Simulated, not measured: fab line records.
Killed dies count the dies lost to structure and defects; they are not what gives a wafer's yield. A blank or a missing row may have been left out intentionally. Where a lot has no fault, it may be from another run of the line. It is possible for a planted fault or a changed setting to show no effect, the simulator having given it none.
Matching of chambers	flow n5 finfet	N5_BEOL_M12_TRENCH_ETCH_34 on rie diel-02 has 4 sister chambers
The step etches SiOC in C4F8/O2/Ar, target depth 318.95 nm, time 125.5 s. 20 wafers are shown with their chamber, then 10 later ones without.

## EACH WAFER AND ITS CHAMBER
wafer	chamber	drypump motor current A (A)	throttle valve pct (%)	showerhead plenum p Torr (Torr)
L076.2	2	6.2	24.33	3.33
L076.3	0	5.0	24.07	3.33
L076.4	1	5.5	23.72	3.34
L075.1	0	5.1	24.07	3.33
L075.2	1	5.5	23.72	3.34
L075.3	2	6.2	24.32	3.33
L075.4	3	5.9	24.46	3.38
L075.5	2	6.3	24.32	3.33
L075.6	1	5.5	23.73	3.34
L077.1	2	6.3	24.32	3.33
L077.2	0	5.1	24.06	3.33
L077.3	1	5.5	23.73	3.34
L077.4	3	5.9	24.47	3.38
L077.5	0	5.1	24.07	3.33
L077.6	3	5.9	24.46	3.38
L078.1	1	5.5	23.73	3.33
L078.4	2	6.2	24.34	3.33
L078.6	0	5.0	24.07	3.33
L083.2	3	6.0	24.16	3.37
L083.5	0	5.0	24.09	3.32

SIGNATURES (averages over the wafers above)
reading	chamber 0	chamber 1	chamber 2	chamber 3	scatter within a chamber
drypump motor current A	5.050	5.500	6.240	5.925	0.0464
throttle valve pct	24.0717	23.7260	24.3260	24.3875	0.0661
showerhead plenum p Torr	3.3283	3.3380	3.3300	3.3775	0.00386
Rule: a wafer lies at a distance from a chamber equal to the root of the sum of squares, over the readings, of (its reading less the chamber's mean, divided by the reading's scatter). If the next closest chamber is less than 2 further off than the closest, the wafer can't be placed; otherwise it belongs to the closest. How the scatter is found: for the shown wafers, subtract from each reading the mean of its chamber, square and add these, divide the total by (wafers less chambers), then take the root.

## WAFERS MISSING THEIR CHAMBER
wafer	drypump motor current A (A)	throttle valve pct (%)	showerhead plenum p Torr (Torr)
L083.6	6.0	24.16	3.37
L087.1	6.0	24.20	3.36
L087.5	6.0	24.17	3.36
L087.6	5.1	24.11	3.32
L090.2	6.3	24.37	3.31
L090.3	5.5	23.76	3.32
L090.5	5.1	24.11	3.32
L091.2	6.2	24.37	3.31
L091.3	5.5	23.78	3.32
L091.6	5.5	23.76	3.32

## WHICH CHAMBER EACH ONE RAN IN
wafer	from the rows above	in truth
L083.6	3	3
L087.1	3	3
L087.5	3	3
L087.6	0	0
L090.2	2	2
L090.3	1	1
L090.5	0	0
L091.2	2	2
L091.3	1	1
L091.6	1	1
10 of 10 placed correctly. Can't be placed from these rows: 0. Placed wrongly: 0.
